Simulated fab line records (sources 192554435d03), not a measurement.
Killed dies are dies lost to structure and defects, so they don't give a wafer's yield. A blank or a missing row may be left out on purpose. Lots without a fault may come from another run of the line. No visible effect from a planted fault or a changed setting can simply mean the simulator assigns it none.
Split-lot trial    flow n5 finfet    7 lots, 39 wafers read, on a route of 1938 steps

THE SPLIT
At N5_SDB_CUT_ETCH_26 (etches Si in HBr/Cl2/O2, target depth 129.6 nm, bt time 20 s, time 51.8 s), the setting target depth a was moved away from the recipe's 1296 angstrom on 12 of the 39 wafers read, by -41.8% to +31.9%. All remaining wafers had this setting at the recipe value.

The reading is taken at the split's own step.

THE READING
SiNx_of_SDB_HM_DEP_00.thk nm (the simulator's own value, which no gauge read), in nm, at N5_SDB_CUT_ETCH_26 (etches Si in HBr/Cl2/O2, target depth 129.6 nm, bt time 20 s, time 51.8 s). The file does not state a usual value for it. Average 22.2 nm, standard deviation 0.64 nm, over the 27 wafers here run with the recipe.

wafer   tool, chamber at the split  target depth a as run, angstrom  against the recipe  SiNx_of_SDB_HM_DEP_00.thk nm, nm  against lot-mates on the recipe
L075.1  rie si-05, 0                754.6                            -41.8%              29.4                              +6.7
L075.2  rie si-05, 2                754.6                            -41.8%              28.6                              +5.9
L075.3  rie si-05, 1                754.6                            -41.8%              28.6                              +5.9
L075.4  rie si-05, 3                1296                             recipe              22.4                              -
L075.5  rie si-05, 1                1296                             recipe              23                                -
L075.6  rie si-05, 2                1296                             recipe              22.6                              -
L077.1  rie si-05, 1                1296                             recipe              22                                -
L077.3  rie si-05, 0                1296                             recipe              21.4                              -
L077.6  rie si-05, 0                1296                             recipe              23.2                              -
L079.1  rie si-06, 0                802.3                            -38.1%              28                                +5.9
L079.2  rie si-06, 3                1296                             recipe              21.4                              -
L079.3  rie si-06, 2                802.3                            -38.1%              27.2                              +5.1
L079.4  rie si-06, 1                1296                             recipe              22                                -
L079.5  rie si-06, 1                1296                             recipe              23                                -
L079.6  rie si-06, 2                802.3                            -38.1%              28.6                              +6.5
L083.1  rie si-05, 3                1684                             +29.9%              17.2                              -5.3
L083.2  rie si-05, 1                1296                             recipe              22.2                              -
L083.3  rie si-05, 2                1684                             +29.9%              16.8                              -5.7
L083.4  rie si-05, 0                1684                             +29.9%              18.2                              -4.3
L083.5  rie si-05, 0                1296                             recipe              22.4                              -
L083.6  rie si-05, 1                1296                             recipe              22.8                              -
L091.1  rie si-05, 3                1296                             recipe              21.8                              -
L091.2  rie si-05, 2                1296                             recipe              21.2                              -
L091.3  rie si-05, 0                1296                             recipe              21.4                              -
L091.4  rie si-05, 1                1296                             recipe              22.6                              -
L091.5  rie si-05, 2                1296                             recipe              21                                -
L091.6  rie si-05, 3                1296                             recipe              21.6                              -
L092.1  rie si-05, 1                1296                             recipe              22.4                              -
L092.2  rie si-05, 0                1296                             recipe              22.4                              -
L092.3  rie si-05, 3                1296                             recipe              21.4                              -
L092.4  rie si-05, 2                1296                             recipe              22.4                              -
L092.5  rie si-05, 1                1296                             recipe              23.2                              -
L092.6  rie si-05, 2                1296                             recipe              21.8                              -
L094.1  rie si-04, 2                1296                             recipe              22.4                              -
L094.2  rie si-04, 1                1709                             +31.9%              16.6                              -6.1
L094.3  rie si-04, 0                1709                             +31.9%              16.8                              -5.9
L094.4  rie si-04, 3                1296                             recipe              22.8                              -
L094.5  rie si-04, 0                1296                             recipe              23                                -
L094.6  rie si-04, 1                1709                             +31.9%              17.4                              -5.3

FIT RESULTS
A straight line over all 39 wafers: SiNx_of_SDB_HM_DEP_00.thk nm changes by -0.158 nm for each +1% of target depth a; r = -0.98; the points scatter about the line by 0.62 nm.
The same after taking each lot's own level away (the mean of its wafers on the recipe; 39 wafers): -0.16 nm for each +1%; r = -0.99; scatter 0.56 nm.
On that fit, the largest move of target depth a shifts the reading by 6.7 nm.
Measured against the standard deviation above, the lots' own levels, which go from 21.60 to 22.73 nm, span 1.8 times it.
The two slopes agree, so the slope changes little with the lot-to-lot level.
Check: for one of the wafers moved furthest among these (-41.8%), held out of the fit, the line's prediction against its lot-mates is +6.54 nm. Against them it came out at +6.73 nm.

ADDITIONAL SPLITS CARRIED BY THESE WAFERS
Before the reading, these wafers also passed through other splits. Each is held against what the fit with the lots' levels taken away leaves over:
other split on the same wafers                  wafers away from the commonest value  r with SiNx_of_SDB_HM_DEP_00.thk nm (lot level and that fit taken away)
N5_ZERO_LAYER_DEVELOP_10 develop time s         15                                    +0.09
N5_PMOS_HMC_CHANNEL_EPI_HM_DEP_34 target thk a  18                                    -0.03

THE WHOLE CHAIN: every reading that the file lists as answering this split, in the file's order
step                what it does                                                               reading                                                                        change (the file's fit)               r (the file's)
N5_SDB_CUT_ETCH_26  etches Si in HBr/Cl2/O2, target depth 129.6 nm, bt time 20 s, time 51.8 s  SDB.feature depth nm (the simulator's own value, which no gauge read)          +1.3 nm for each +1% of the setting   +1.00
N5_SDB_CUT_ETCH_26  etches Si in HBr/Cl2/O2, target depth 129.6 nm, bt time 20 s, time 51.8 s  etch.depth nm (the simulator's own value, which no gauge read)                 +1.3 nm for each +1% of the setting   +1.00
N5_SDB_CUT_ETCH_26  etches Si in HBr/Cl2/O2, target depth 129.6 nm, bt time 20 s, time 51.8 s  SiNx_of_SDB_HM_DEP_00.thk nm (the simulator's own value, which no gauge read)  -0.16 nm for each +1% of the setting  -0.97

THE FILE'S OWN FIT
SiNx_of_SDB_HM_DEP_00.thk nm changes by -0.16 nm for each +1% of target depth a, r = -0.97.
